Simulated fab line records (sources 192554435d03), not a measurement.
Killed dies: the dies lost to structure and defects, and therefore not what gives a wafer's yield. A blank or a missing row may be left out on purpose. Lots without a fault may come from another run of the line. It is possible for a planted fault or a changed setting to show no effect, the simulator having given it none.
fab line records	flow n5Finfet
[record] lots = 6	wafers = 18	lastDay = 19
route steps=1938 shown BEOL_M6@1261 BEOL_M7@1263 PASSIVATION@1936
lots that met no fault: taken from a fault-free run of the same line
startH: hours from the record's first day to the start of the lot's first wafer shown	waitH: hours since the lot's step before	" repeats the value in the row above	L1.1+2: a single row standing in for several wafers	- no value present, or no start provided	* or withheld: withheld	< > ~ a bound
route shown NAME@n: names a module that has steps shown in the file, with the first one's number in the route	usual: mean/standard deviation taken from wafers without a fault	same: alike in all rows	chamber/n: place in a boat	sites: each site's reading	_std_site: how widely they spread, as a standard deviation	_edge_site: outer sites' mean less inner sites'	radiusMm: for every site, how far away it sits from the centre of the wafer	mask NAME#n: copy n	behind: the tool/chamber that last shaped the wafer	hold: cause of the lot's hold/its duration in hours/its outcome	device: the n, p or np transistor that did not switch	end of line: tests of these same wafers at the route's end	where a step has no rows: the recipe by itself	killed: dies lost to structure and defects at the first sort, not the wafer's yield	map: per-die view of a wafer (x killed, . not killed, _ where there is no die)
set.NAME: the setting as run; set.NAME@STEP: as run at that earlier step	model.NAME: the simulator's own value behind a step, which no gauge read
a table for each step, a row for each wafer; lots at some steps of the route
services: when a tool's chamber went out of use (startH, in hours from the record's first day, below 0 if earlier), for how many hours, and the reason
[[steps]]
[step N5_BEOL_M6_RS_MEAS_57]
[recipe] thkMeasGauge = four-point-probe	reads = Cu_of_BEOL_M6_ECD_50+Co_of_BEOL_M6_CVD_78+TaN_of_BEOL_M6_ALD_77
[usual] M6_RS = 0.284/0.0094
lot.wafer	tool	chamber	startH	waitH	M6_RS[ohm/sq]
L224.2	filmMetro-02	-	262.52	0.1	0.307
L224.3	"	-	"	"	0.276
L224.4	"	-	"	"	0.280
L229.3	filmMetro-01	-	269.37	0.1	0.283
L229.5	"	-	"	"	0.289
L229.6	"	-	"	"	0.303
L234.3	filmMetro-02	-	301.40	0.1	0.288
L234.5	"	-	"	"	0.284
L234.6	"	-	"	"	0.281
L233.1	filmMetro-01	-	301.69	0.1	0.280
L233.2	"	-	"	"	0.280
L233.4	"	-	"	"	0.276
L243.2	filmMetro-02	-	355.86	0.1	0.278
L243.3	"	-	"	"	0.286
L243.4	"	-	"	"	0.288
L244.1	filmMetro-02	-	370.63	0.1	0.292
L244.2	"	-	"	"	0.292
L244.4	"	-	"	"	0.279
[step N5_BEOL_M6_INSPECT_58]
[recipe] inspectInstrument = darkfield	mode = postDep
[usual] rawDefectCount = 76/25
lot.wafer	tool	chamber	startH	waitH	rawDefectCount
L224.2	defectInspect-02	-	262.55	0.0	89
L224.3	"	-	"	"	70
L224.4	"	-	"	"	89
L229.3	defectInspect-01	-	269.40	0.0	59
L229.5	"	-	"	"	86
L229.6	"	-	"	"	78
L234.3	defectInspect-02	-	301.43	0.0	135
L234.5	"	-	"	"	61
L234.6	"	-	"	"	43
L233.1	defectInspect-01	-	301.71	0.0	67
L233.2	"	-	"	"	85
L233.4	"	-	"	"	80
L243.2	defectInspect-02	-	355.89	0.0	75
L243.3	"	-	"	"	111
L243.4	"	-	"	"	54
L244.1	defectInspect-02	-	370.66	0.0	69
L244.2	"	-	"	"	67
L244.4	"	-	"	"	58
[step N5_BEOL_M7_ILD_DEP_00]
[recipe] material = SiCOH_lowk	targetThkA = 1797.5	tempC = 300	precursor = DEMS/porogen	pressureTorr = 5	rfW = 500	timeS = 33.4
[usual] heaterPowerW = 318/58	showerheadPlenumPTorr = 5.750/0.01	throttleValvePct = 14.1/0.6
lot.wafer	tool	chamber	startH	waitH	heaterPowerW	showerheadPlenumPTorr	throttleValvePct
L224.2	pecvd-02	1	262.58	0.0	247	5.748	14.5
L224.3	"	2	"	"	328	5.743	13.4
L224.4	"	0	"	"	338	5.760	14.0
L229.3	pecvd-01	0	269.43	0.0	318	5.745	15.0
L229.5	"	2	"	"	433	5.737	13.4
L229.6	"	1	"	"	412	5.738	14.9
L234.3	pecvd-03	0	301.46	0.0	261	5.755	14.1
L234.5	"	0	"	"	267	5.758	13.8
L234.6	"	2	"	"	345	5.752	13.3
L233.1	pecvd-03	1	301.75	0.0	237	5.738	14.0
L233.2	"	0	"	"	243	5.772	13.7
L233.4	"	2	"	"	344	5.745	13.7
L243.2	pecvd-02	0	355.92	0.0	316	5.761	13.7
L243.3	"	1	"	"	272	5.753	14.7
L243.4	"	2	"	"	329	5.762	13.6
L244.1	pecvd-02	1	370.69	0.0	272	5.749	15.1
L244.2	"	2	"	"	326	5.756	13.3
L244.4	"	0	"	"	363	5.759	13.9
[step N5_BEOL_M7_CURE_74]
[recipe] tempC = 385	timeS = 240	ambient = He/Ar	material = SiCOH_lowk
[usual] lampPowerPct = 52.32/0.058	wafer_temp_C_max = 387.0/0.58
lot.wafer	tool	chamber	startH	waitH	lampPowerPct	wafer_temp_C_max
L224.2	uvCure-01	0	263.18	0.6	52.28	386.3
L224.3	"	0	"	"	52.32	386.4
L224.4	"	0	"	"	52.18	386.3
L229.3	uvCure-03	1	269.66	0.2	52.41	387.4
L229.5	"	1	"	"	52.41	387.2
L229.6	"	1	"	"	52.26	387.4
L234.3	uvCure-03	0	301.69	0.2	52.36	387.1
L234.5	"	0	"	"	52.23	386.8
L234.6	"	0	"	"	52.28	387.9
L233.1	uvCure-01	0	301.81	0.0	52.30	387.5
L233.2	"	0	"	"	52.31	386.8
L233.4	"	0	"	"	52.24	387.2
L243.2	uvCure-02	1	356.07	0.1	52.27	387.2
L243.3	"	1	"	"	52.36	389.0
L243.4	"	1	"	"	52.31	387.3
L244.1	uvCure-03	0	370.76	0.0	52.36	386.9
L244.2	"	0	"	"	52.40	386.2
L244.4	"	0	"	"	52.30	387.7
[step N5_BEOL_M7_THK_MEAS_01]
[recipe] reads = SiCOH_lowk_of_BEOL_M7_ILD_DEP_00
[usual] M7_ILD_THK = 155.4/2.7
lot.wafer	tool	chamber	startH	waitH	M7_ILD_THK[nm]
L224.2	filmMetro-02	-	263.63	0.4	158.8
L224.3	"	-	"	"	153.6
L224.4	"	-	"	"	157.1
L229.3	filmMetro-01	-	270.01	0.3	152.5
L229.5	"	-	"	"	156.7
L229.6	"	-	"	"	156.7
L234.3	filmMetro-02	-	302.04	0.3	153.0
L234.5	"	-	"	"	156.5
L234.6	"	-	"	"	159.5
L233.1	filmMetro-02	-	302.32	0.4	154.1
L233.2	"	-	"	"	154.0
L233.4	"	-	"	"	156.9
L243.2	filmMetro-02	-	356.50	0.4	155.5
L243.3	"	-	"	"	161.3
L243.4	"	-	"	"	157.4
L244.1	filmMetro-02	-	371.27	0.4	157.6
L244.2	"	-	"	"	151.5
L244.4	"	-	"	"	155.4
[step N5_BEOL_M7_PECVD_70]
[recipe] material = SiO2	targetThkA = 200	tempC = 400	precursor = TEOS/O2	pressureTorr = 5.5	rfW = 450	teosFlowSccm = 53.8	gas = O2	flowSccm = 3000	timeS = 22.7
[usual] heaterPowerW = 716/120	showerheadPlenumPTorr = 8.82/0.032	throttleValvePct = 22.7/0.92
lot.wafer	tool	chamber	startH	waitH	heaterPowerW	showerheadPlenumPTorr	throttleValvePct
L224.2	pecvd-02	1	263.68	0.0	587	8.79	24.0
L224.3	"	0	"	"	774	8.82	22.6
L224.4	"	2	"	"	669	8.78	21.4
L229.3	pecvd-03	2	270.06	0.1	732	8.82	21.7
L229.5	"	2	"	"	752	8.83	21.7
L229.6	"	1	"	"	556	8.82	22.6
L234.3	pecvd-02	2	302.08	0.0	656	8.83	21.3
L234.5	"	2	"	"	649	8.80	21.7
L234.6	"	1	"	"	627	8.80	24.0
L233.1	pecvd-03	2	302.36	0.0	775	8.79	21.9
L233.2	"	1	"	"	631	8.82	22.5
L233.4	"	1	"	"	621	8.82	22.6
L243.2	pecvd-01	0	356.54	0.0	613	8.87	24.1
L243.3	"	2	"	"	906	8.80	22.2
L243.4	"	0	"	"	635	8.87	24.1
L244.1	pecvd-02	1	371.31	0.0	652	8.81	23.8
L244.2	"	0	"	"	834	8.84	22.7
L244.4	"	2	"	"	678	8.82	21.9
[step N5_BEOL_M7_HM_DEP_02]
[recipe] material = TiN	targetThkA = 200	tempC = 25	chamberPressurePa = 0.49996
[usual] throttleValvePct = 30.1/1.4
lot.wafer	tool	chamber	startH	waitH	throttleValvePct
L224.2	pvdSputter-02	-	263.79	0.1	28.8
L224.3	"	-	"	"	31.4
L224.4	"	-	"	"	31.1
L229.3	pvdSputter-03	-	271.67	1.6	29.5
L229.5	"	-	"	"	28.0
L229.6	"	-	"	"	28.8
L234.3	pvdSputter-01	-	303.52	1.4	32.6
L234.5	"	-	"	"	32.8
L234.6	"	-	"	"	30.9
L233.1	pvdSputter-01	-	303.62	1.2	30.9
L233.2	"	-	"	"	32.7
L233.4	"	-	"	"	28.5
L243.2	pvdSputter-01	-	357.25	0.7	32.8
L243.3	"	-	"	"	30.6
L243.4	"	-	"	"	28.6
L244.1	pvdSputter-01	-	371.85	0.5	30.5
L244.2	"	-	"	"	28.6
L244.4	"	-	"	"	33.1
[step N5_BEOL_M7_COAT_59]
[recipe] resist = SOC	tempC = 250	timeS = 60	spinRpm = 1500	resistThkNm = 100
[step N5_BEOL_M7_COAT_60]
[recipe] resist = SiARC	tempC = 220	timeS = 60	spinRpm = 1500	resistThkNm = 35
[step N5_BEOL_M7_COAT_05]
[recipe] resist = CAR-ArF	spinRpm = 1500	resistThkNm = 90
[step N5_BEOL_M7_EBR_07]
[recipe] solvent = PGMEA	ebrWidthMm = 1.5
[step N5_BEOL_M7_SOFTBAKE_06]
[recipe] tempC = 110	timeS = 60	resist = CAR-ArF
[step N5_BEOL_M7_EXPOSE_08]
[recipe] maskId = M7	na = 1.35	sourceShape = dipole	sigmaInner = 0.817	sigmaOuter = 0.97	polarization = te	doseMj = 68.25
[usual] focusOffsetNm = -0.1/0.6
[same] na = 1.35
lot.wafer	tool	chamber	startH	waitH	mask	focusOffsetNm	model.BEOL_M7.overlayXNm
L224.2	arfiScanner-01	0	264.17	-	M7#0	-0.6	-0.2
L224.3	"	0	"	"	M7#0	0.6	-0.2
L224.4	"	0	"	"	M7#0	0.8	-0.2
L229.3	arfiScanner-03	0	272.11	-	M7#0	-0.1	0
L229.5	"	0	"	"	M7#0	0.0	0
L229.6	"	0	"	"	M7#0	-0.5	0
L234.3	arfiScanner-01	0	303.90	-	M7#0	-0.8	0.2
L234.5	"	0	"	"	M7#0	-0.2	0.2
L234.6	"	0	"	"	M7#0	0.3	0.2
L233.1	arfiScanner-03	0	304.05	-	M7#0	0.0	-0.2
L233.2	"	0	"	"	M7#0	-0.5	-0.2
L233.4	"	0	"	"	M7#0	0.1	-0.2
L243.2	arfiScanner-03	0	357.51	-	M7#0	0.3	14.4
L243.3	"	0	"	"	M7#0	0.9	14.4
L243.4	"	0	"	"	M7#0	0.7	14.4
L244.1	arfiScanner-03	0	372.22	-	M7#0	-0.6	14.6
L244.2	"	0	"	"	M7#0	-0.6	14.6
L244.4	"	0	"	"	M7#0	-0.4	14.6
[step N5_BEOL_M7_PEB_09]
[recipe] pebTempC = withheld	pebTimeS = 60	resist = CAR-ArF
[step N5_BEOL_M7_DEVELOP_10]
[recipe] developTimeS = 30	developer = TMAH	resist = CAR-ArF	rinseLiquid = diw	dry = airSpin	devTempC = 23
[step N5_BEOL_M7_CD_MEAS_11]
[recipe] targetCdNm = 38.5	landingEnergyEv = 500	detector = seInlens	polarity = opening
[usual] cdNm = 38.5/0.64
lot.wafer	tool	chamber	startH	waitH	cdNm
L224.2	cdSem-01	0	264.29	-	39.4
L224.3	"	0	"	"	37.9
L224.4	"	0	"	"	39.0
L229.3	cdSem-03	0	272.23	-	37.6
L229.5	"	0	"	"	38.9
L229.6	"	0	"	"	38.1
L234.3	cdSem-03	0	304.02	-	37.8
L234.5	"	0	"	"	38.6
L234.6	"	0	"	"	38.9
L233.1	cdSem-02	0	304.18	-	38.1
L233.2	"	0	"	"	38.6
L233.4	"	0	"	"	39.1
L243.2	cdSem-01	0	357.63	-	37.9
L243.3	"	0	"	"	38.9
L243.4	"	0	"	"	38.5
L244.1	cdSem-01	0	372.35	-	38.3
L244.2	"	0	"	"	38.9
L244.4	"	0	"	"	38.1
[step N5_BEOL_M7_OVL_MEAS_12]
[recipe] pointsPerWafer = 44
[usual] M7_OVL = -0.2/0.8
lot.wafer	tool	chamber	startH	waitH	M7_OVL[nm]
L224.2	overlay-02	0	264.32	0.0	-0.8
L224.3	"	0	"	"	0.0
L224.4	"	0	"	"	-1.0
L229.3	overlay-02	0	272.26	0.0	1.0
L229.5	"	0	"	"	-0.5
L229.6	"	0	"	"	0.9
L234.3	overlay-02	0	304.05	0.0	-0.4
L234.5	"	0	"	"	-0.7
L234.6	"	0	"	"	-0.2
L233.1	overlay-01	0	304.21	0.0	0.4
L233.2	"	0	"	"	0.8
L233.4	"	0	"	"	0.2
L243.2	overlay-01	0	357.66	0.0	14.0
L243.3	"	0	"	"	13.5
L243.4	"	0	"	"	14.3
L244.1	overlay-02	0	372.38	0.0	14.2
L244.2	"	0	"	"	16.2
L244.4	"	0	"	"	15.7
[step N5_BEOL_M7_INSPECT_13]
[recipe] mode = adi	inspectInstrument = brightfield
[usual] rawDefectCount = 479/99
lot.wafer	tool	chamber	startH	waitH	rawDefectCount
L224.2	defectInspect-01	-	264.34	0.0	604
L224.3	"	-	"	"	495
L224.4	"	-	"	"	480
L229.3	defectInspect-02	-	272.29	0.0	508
L229.5	"	-	"	"	415
L229.6	"	-	"	"	393
L234.3	defectInspect-02	-	304.07	0.0	488
L234.5	"	-	"	"	405
L234.6	"	-	"	"	286
L233.1	defectInspect-02	-	304.23	0.0	426
L233.2	"	-	"	"	506
L233.4	"	-	"	"	392
L243.2	defectInspect-02	-	357.68	0.0	448
L243.3	"	-	"	"	505
L243.4	"	-	"	"	306
L244.1	defectInspect-01	-	372.40	0.0	417
L244.2	"	-	"	"	588
L244.4	"	-	"	"	536
[step N5_PASSIVATION_PROBE_49]
[usual] defectLimitedYield = 91.2/1.4	killed_at_M0_to_M3 = 34/9.3	killed_at_M4_up = 14/5.9	killedAtContacts = 14/5.7	killedAtFrontEnd = 38/10	killedAtOther = 4/3.2	killedDies = 104/17	killedOnRim = 14/4	killedOpen = 67/13	killedShort = 33/6.9	sort_bin_4_leakage = 0/3.6	sort_bin_5_function = 5.2/1	sort_bin_6_memory = 3.3/0.61	sort_bin_8_speed = 0.3/1.8	sortNPass = 1069/52	sortYieldPct = 91/4.4
[same] grossDies = 1180	killedAtBackSide = 0
lot.wafer	tool	chamber	startH	waitH	defectLimitedYield[%]	killed_at_M0_to_M3	killed_at_M4_up	killedAtContacts	killedAtFrontEnd	killedAtOther	killedDies	killedOnRim	killedOpen	killedShort	sort_bin_4_leakage[%]	sort_bin_5_function[%]	sort_bin_6_memory[%]	sort_bin_8_speed[%]	sortNPass	sortYieldPct[%]
L224.2	prober-02	-	349.79	0.8	90.7	32	20	11	44	3	110	12	65	44	0	5.0	4.0	0	1070	91
L224.3	prober-02	-	349.84	0.9	89.2	42	11	16	58	0	127	16	92	31	0	6.4	4.2	0	1053	89
L224.4	prober-02	-	349.89	0.9	90.0	33	11	29	38	7	118	20	77	38	0	6.6	3.2	0	1062	90
L229.3	prober-01	-	355.01	0.1	91.0	25	25	23	29	4	106	15	80	23	1	5.3	3.3	0	1067	90
L229.5	prober-01	-	355.11	0.2	90.2	43	25	24	24	0	116	24	86	28	0	5.3	4.1	0	1064	90
L229.6	prober-01	-	355.16	0.3	93.7	21	16	12	24	1	74	12	47	24	0	3.6	2.5	0	1106	94
L234.3	prober-01	-	380.80	0.1	89.7	41	9	24	39	8	121	16	75	37	0	7.0	3.1	0	1059	90
L234.5	prober-01	-	380.90	0.2	91.8	37	6	17	33	4	97	15	55	37	0	4.9	3.0	2.3	1056	89
L234.6	prober-01	-	380.95	0.3	89.7	51	6	24	36	5	122	12	87	30	0	6.8	3.2	0	1058	90
L233.1	prober-02	-	385.13	0.0	93.1	31	10	10	28	3	82	14	59	22	0	3.8	3.0	0	1098	93
L233.2	prober-02	-	385.18	0.1	92.6	30	12	15	26	4	87	9	42	39	0	4.8	2.4	0	1093	93
L233.4	prober-02	-	385.28	0.2	93.7	26	9	11	23	5	74	10	48	21	0	3.6	2.5	0	1106	94
L243.2	prober-02	-	438.45	0.1	92.4	24	9	15	38	4	90	12	56	25	0	4.1	3.1	0	1090	92
L243.3	prober-02	-	438.50	0.1	92.5	29	8	18	33	1	89	10	63	20	0	4.4	2.8	0	1091	92
L243.4	prober-02	-	438.55	0.2	93.1	23	8	8	40	3	82	7	48	28	0	4.2	2.3	0	1098	93
L244.1	prober-01	-	461.84	0.8	90.4	33	13	16	45	6	113	14	78	27	0	5.5	3.6	0	1067	90
L244.2	prober-01	-	461.89	0.8	92.5	41	8	10	26	4	89	14	58	29	0	4.5	2.7	0	1091	92
L244.4	prober-01	-	461.99	0.9	92.0	44	11	11	24	4	94	10	64	27	0	4.4	3.4	1.8	1065	90
// killed by level:class
L224.2 FIN_SAQP:geometricParticle:short=12 FIN_SAQP:geometricParticle:open=11 BEOL_M0_SAQP:geometricParticle:short=9 BEOL_M4:geometricParticle:open=7 MOL_CONTACT_COAG:geometricParticle:open=6 MOL_CONTACT_COAG:geometricParticle:short=5 BEOL_M0:geometricParticle:open=5 BEOL_M2:geometricParticle:open=5
L224.3 FIN_SAQP:geometricParticle:open=23 MOL_CONTACT_COAG:geometricParticle:open=15 BEOL_M0_SAQP:geometricParticle:open=12 FIN_SAQP:geometricParticle:short=10 STI_FIN_REVEAL:geometricParticle:open=7 BEOL_M3:geometricParticle:open=7 BEOL_M0_SAQP:geometricParticle:short=6 BEOL_M0:geometricParticle:open=5
L224.4 MOL_CONTACT_COAG:geometricParticle:open=28 BEOL_M0_SAQP:geometricParticle:short=14 FIN_SAQP:geometricParticle:open=12 BEOL_M0_SAQP:geometricParticle:open=6 FIN_SAQP:geometricParticle:short=5 DUMMY_GATE:geometricParticle:open=4 STARTING-WAFER:geometricParticle:short=4 ILD0:geometricParticle:short=3
L229.3 MOL_CONTACT_COAG:geometricParticle:open=17 BEOL_M4:geometricParticle:open=12 FIN_SAQP:geometricParticle:open=8 MOL_CONTACT_COAG:geometricParticle:short=6 BEOL_M3:geometricParticle:open=6 BEOL_M5:geometricParticle:open=6 BEOL_M2:geometricParticle:open=5 STI_FIN_REVEAL:geometricParticle:open=4
L229.5 MOL_CONTACT_COAG:geometricParticle:open=22 BEOL_M2:geometricParticle:open=14 BEOL_M4:geometricParticle:open=12 STI_FIN_REVEAL:geometricParticle:open=9 BEOL_M0_SAQP:geometricParticle:short=5 BEOL_M0_SAQP:geometricParticle:open=5 BEOL_M1:geometricParticle:open=5 BEOL_M3:geometricParticle:open=5
L229.6 BEOL_M4:geometricParticle:open=10 MOL_CONTACT_COAG:geometricParticle:open=9 STARTING-WAFER:geometricParticle:short=5 FIN_SAQP:geometricParticle:short=4 DUMMY_GATE:geometricParticle:open=4 BEOL_M2:geometricParticle:short=4 BEOL_M0_SAQP:geometricParticle:open=4 BEOL_M0:geometricParticle:open=4
L234.3 MOL_CONTACT_COAG:geometricParticle:open=19 BEOL_M3:geometricParticle:open=14 STI_FIN_REVEAL:geometricParticle:open=7 FIN_SAQP:geometricParticle:open=6 GATE_CUT:geometricParticle:short=6 BEOL_M1:geometricParticle:open=6 BEOL_M2:geometricParticle:open=6 BEOL_M3:geometricParticle:short=6
L234.5 MOL_CONTACT_COAG:geometricParticle:open=13 FIN_SAQP:geometricParticle:short=8 BEOL_M2:geometricParticle:open=8 BEOL_M0_SAQP:geometricParticle:short=7 BEOL_M3:geometricParticle:open=6 FIN_SAQP:geometricParticle:open=4 DUMMY_GATE:geometricParticle:open=4 BEOL_M6:geometricParticle:open=4
L234.6 MOL_CONTACT_COAG:geometricParticle:open=20 BEOL_M3:geometricParticle:open=13 BEOL_M1:geometricParticle:open=11 DUMMY_GATE:geometricParticle:open=8 FIN_SAQP:geometricParticle:open=7 BEOL_M0_SAQP:geometricParticle:short=7 STI_FIN_REVEAL:geometricParticle:open=6 BEOL_M2:geometricParticle:open=6
L233.1 BEOL_M3:geometricParticle:open=11 MOL_CONTACT_COAG:geometricParticle:open=9 BEOL_M2:geometricParticle:open=9 FIN_SAQP:geometricParticle:open=6 STARTING-WAFER:geometricParticle:short=5 DUMMY_GATE:geometricParticle:open=4 BEOL_M5:geometricParticle:open=4 BEOL_M0_SAQP:geometricParticle:open=3
L233.2 MOL_CONTACT_COAG:geometricParticle:open=9 BEOL_M0_SAQP:geometricParticle:short=8 FIN_SAQP:geometricParticle:short=6 GATE_CUT:geometricParticle:short=6 MOL_CONTACT_COAG:geometricParticle:short=6 BEOL_M0_SAQP:geometricParticle:open=6 BEOL_M1:geometricParticle:open=6 FIN_SAQP:geometricParticle:open=4
L233.4 MOL_CONTACT_COAG:geometricParticle:open=10 BEOL_M2:geometricParticle:open=7 FIN_SAQP:geometricParticle:open=6 BEOL_M0_SAQP:geometricParticle:open=6 BEOL_M0_SAQP:geometricParticle:short=5 PAD_METAL:geometricParticle:open=4 FIN_SAQP:geometricParticle:short=3 STI_FIN_REVEAL:geometricParticle:open=3
L243.2 MOL_CONTACT_COAG:geometricParticle:open=12 STI_FIN_REVEAL:geometricParticle:open=9 BEOL_M0_SAQP:geometricParticle:short=9 DUMMY_GATE:geometricParticle:open=6 GATE_CUT:geometricParticle:open=6 GATE_CUT:geometricParticle:short=5 BEOL_M2:geometricParticle:open=5 BEOL_M0_SAQP:geometricParticle:open=4
L243.3 MOL_CONTACT_COAG:geometricParticle:open=12 STI_FIN_REVEAL:geometricParticle:open=11 BEOL_M2:geometricParticle:open=8 FIN_SAQP:geometricParticle:open=6 MOL_CONTACT_COAG:geometricParticle:short=5 BEOL_M1:geometricParticle:open=4 BEOL_M0_SAQP:geometricParticle:open=4 GATE_CUT:geometricParticle:open=3
L243.4 STI_FIN_REVEAL:geometricParticle:open=11 BEOL_M0_SAQP:geometricParticle:open=8 STI_FIN_REVEAL:geometricParticle:short=7 MOL_CONTACT_COAG:geometricParticle:open=6 BEOL_M3:geometricParticle:open=6 GATE_CUT:geometricParticle:open=4 GATE_CUT:geometricParticle:short=4 BEOL_M0_SAQP:geometricParticle:short=4
L244.1 FIN_SAQP:geometricParticle:open=17 BEOL_M2:geometricParticle:open=12 MOL_CONTACT_COAG:geometricParticle:open=12 DUMMY_GATE:geometricParticle:open=7 STI_FIN_REVEAL:geometricParticle:open=5 BEOL_M0_SAQP:geometricParticle:short=5 BEOL_M0_SAQP:geometricParticle:open=5 PASSIVATION:areaEtch=5
L244.2 FIN_SAQP:geometricParticle:open=10 MOL_CONTACT_COAG:geometricParticle:open=10 BEOL_M2:geometricParticle:open=10 BEOL_M0_SAQP:geometricParticle:short=8 BEOL_M0_SAQP:geometricParticle:open=6 BEOL_M1:geometricParticle:open=6 FIN_SAQP:geometricParticle:short=3 GATE_CUT:geometricParticle:open=3
L244.4 BEOL_M0_SAQP:geometricParticle:open=14 BEOL_M2:geometricParticle:open=11 BEOL_M0_SAQP:geometricParticle:short=9 MOL_CONTACT_COAG:geometricParticle:open=8 BEOL_M4:geometricParticle:open=8 FIN_SAQP:geometricParticle:open=6 STARTING-WAFER:geometricParticle:short=5 FIN_SAQP:geometricParticle:short=3
[[services]]
tool	chamber	startH	hours	kind
uvCure-03	-	242.79	2.1	pm
pecvd-02	-	243.26	0.3	repair
pecvd-03	-	246.62	0.8	repair
arfiScanner-01	0	262.11	-	calibration
arfiScanner-01	-	271.72	3.9	pm
arfiScanner-03	-	281.05	1.3	pm
pecvd-01	2	284.92	5.5	scheduledDown
pecvd-02	0	305.05	5.5	scheduledDown
arfiScanner-03	0	306.76	-	calibration
arfiScanner-01	-	309.75	1.0	pm
arfiScanner-03	-	311.08	1.0	pm
pecvd-03	1	314.33	5.5	scheduledDown
arfiScanner-01	-	320.09	0.5	repair
arfiScanner-01	-	326.64	1.3	pm
uvCure-03	-	331.72	6.1	repair
arfiScanner-01	-	349.95	3.1	pm
uvCure-02	-	352.21	2.4	repair
uvCure-01	-	352.35	2.4	repair
arfiScanner-01	-	353.07	4.8	pm
pecvd-01	1	355.77	5.0	repair
uvCure-03	-	359.77	7.5	pm
arfiScanner-01	-	363.67	1.0	pm
arfiScanner-01	-	372.06	0.8	pm
[[key]]
[firstSign] step = N5_BEOL_M7_OVL_MEAS_12	reading = M7_OVL	direction = up	sigmas = 19	usual = -0.2	struck = 14.6
effect none on later readings
[modelEffect] step = N5_BEOL_M7_EXPOSE_08	value = BEOL_M7.overlayXNm	without = -0.4	struck = 14.5
metAt N5_BEOL_M7_EXPOSE_08
struckWafers L243.2,L243.3,L243.4,L244.1,L244.2,L244.4
onsetBetween 304.05 357.51
alsoFits time
[fault] kind = scannerMatchingOverlay	tool = arfiScanner-03	chamber = -	onsetH = 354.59	steps = N5_BEOL_M7_EXPOSE_08	offset = 14.865
